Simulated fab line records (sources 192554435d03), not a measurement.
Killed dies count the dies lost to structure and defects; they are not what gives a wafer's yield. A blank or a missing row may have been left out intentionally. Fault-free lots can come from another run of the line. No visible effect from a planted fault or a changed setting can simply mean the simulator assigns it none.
Comparing a struck lot with a sound one || flow n5-finfet || 19 out of 1938 route steps
Sound: the wafers L509.1, L509.3, L509.6. Struck: wafer L523.5. (L523.3 of the same lot was not struck and is left out.) The cause comes at the end.
Each step with rows lists, per side, the tool, then ch with its chambers, then its first start. Under that, the readings that differ: sound wafers || struck wafers || difference of the means || sigmas: that difference in standard deviations of wafers without a fault.
alike: readings with means less than 2 such deviations apart, plus words and numbers identical on both sides. not compared: withheld readings, readings lacking a value on some wafer, bounds such as >300 that could conceal the same value, and numbers that have no deviation in the record and whose values overlap.
Wherever a step has rows on one side only, a row that says differs or no value, or a row with sigmas, the two part there. Numbers that have no deviation but don't overlap get no sigmas and don't part them. A reading missing from all wafers of one side parts the sides only when that side holds two or more wafers.

first, 9 steps without rows for these wafers: N5_SD_EPI_P_COAT_35 (time 60 s, resist thk 35 nm); N5_SD_EPI_P_COAT_03 (resist thk 150 nm); N5_SD_EPI_P_EBR_05; N5_SD_EPI_P_SOFTBAKE_04 (time 60 s); N5_SD_EPI_P_EXPOSE_06 (exposes mask SD P BLK, target cd 240 nm); N5_SD_EPI_P_PEB_07 (peb time 60 s); N5_SD_EPI_P_DEVELOP_08 (develop time 30 s); N5_SD_EPI_P_DESCUM_14 (chemistry O2, time 7.9 s); N5_SD_EPI_P_ETCH_36 (etches SiARC in CF4, target depth 45.5 nm, time 75.8 s).
N5_SD_EPI_P_ETCH_37: etches SOC in N2/H2, overetch 108 nm, time 486 s.
  sound on rie-diel-02 ch 0,1,2, day 3 20:10; struck on rie-diel-02 ch 2, day 7 06:41
{"reading": "model.SD_EPI_P.cd-nm (nm)", "sound": "239.6 242.4 241.6", "struck": 251.8, "difference": "+10.6", "sigmas": ""}
{"reading": "model.SiARC_of_SD_EPI_P_COAT_35.thk-nm (nm)", "sound": "20.2 20 20", "struck": 11.2, "difference": -8.9, "sigmas": ""}
  alike: drypump-motor-current-A, oes-product-au, rf-vpp-V, showerhead-plenum-p-Torr, throttle-valve-pct
  not compared: rf-hours-counter-h
then, 3 steps without rows for these wafers: N5_SD_EPI_P_STRIP_38 (strips in N2/H2); N5_SD_EPI_P_ETCHBACK_46 (etches SiNx in CH3F/O2, stops on SiO2, target depth 17.5 nm); N5_SD_EPI_P_ETCH_47 (etches SiOCN in CH3F/O2, target depth 25 nm).
N5_SD_EPI_P_ETCH_16: etches SiO2 in CHF3/O2, target depth 5 nm.
  sound on rie-diel-02 ch 0,1,2, day 3 20:42; struck on rie-diel-02 ch 2, day 7 07:13
{"reading": "model.SiARC_of_SD_EPI_P_COAT_35.thk-nm (nm)", "sound": "12.2 11.8 11.8", "struck": 3.2, "difference": -8.7, "sigmas": ""}
  alike: drypump-motor-current-A, oes_ar_750_au, oes-product-au, rf-vpp-V, showerhead-plenum-p-Torr, throttle-valve-pct
  not compared: rf-hours-counter-h
then, 1 step without rows for these wafers: N5_SD_EPI_P_STRIP_50 (strips in CHF3/O2).
N5_SD_EPI_P_SD_RECESS_17: chemistry HBr/Cl2/O2, target depth 39.1 nm, bt time 3 s.
  sound on rie-si-01 ch 1,2, day 3 20:46; struck on rie-si-01 ch 1, day 7 07:17
{"reading": "model.SD_EPI_P.cd-nm (nm)", "sound": "239.6 242.4 241.6", "struck": 252, "difference": "+11", "sigmas": ""}
  alike: drypump-motor-current-A, oes-product-au, throttle-valve-pct
  not compared: rf-hours-counter-h
then, 1 step without rows for these wafers: N5_SD_EPI_P_WET_ETCH_45 (etches SiO2 in dHF, time 10.7 s, target depth 2 nm, rinse time 30 s).
-- here the record skips 5 days between the struck wafers' starts before and after, leaving off in module SD_EPI_P and picking up in module BEOL_M4 (first step shown: number 1111 of the route) --
N5_BEOL_M4_RC_MEAS_101:
  sound on prober-01 ch 0, day 8 18:39; struck on prober-01 ch 0, day 11 23:05
{"reading": "ION_P (uA/um)", "sound": "463 475 468", "struck": 451, "difference": -18, "sigmas": -3}
{"reading": "VT_N (mV)", "sound": "246.7 246.3 248.6", "struck": 253.2, "difference": "+6.0", "sigmas": "+2"}
  alike: DIBL_N, DIBL_P, IOFF_N, IOFF_P, ION_N, SS_N, SS_P, VT_P
N5_PASSIVATION_PROBE_49:
  the record has rows for the sound wafers here (prober-02, day 13 09:17) and none for the struck ones

WHERE THEY PART
Earliest at N5_BEOL_M4_RC_MEAS_101; latest, in this record, at N5_PASSIVATION_PROBE_49.

WHY: whatever the simulator had introduced
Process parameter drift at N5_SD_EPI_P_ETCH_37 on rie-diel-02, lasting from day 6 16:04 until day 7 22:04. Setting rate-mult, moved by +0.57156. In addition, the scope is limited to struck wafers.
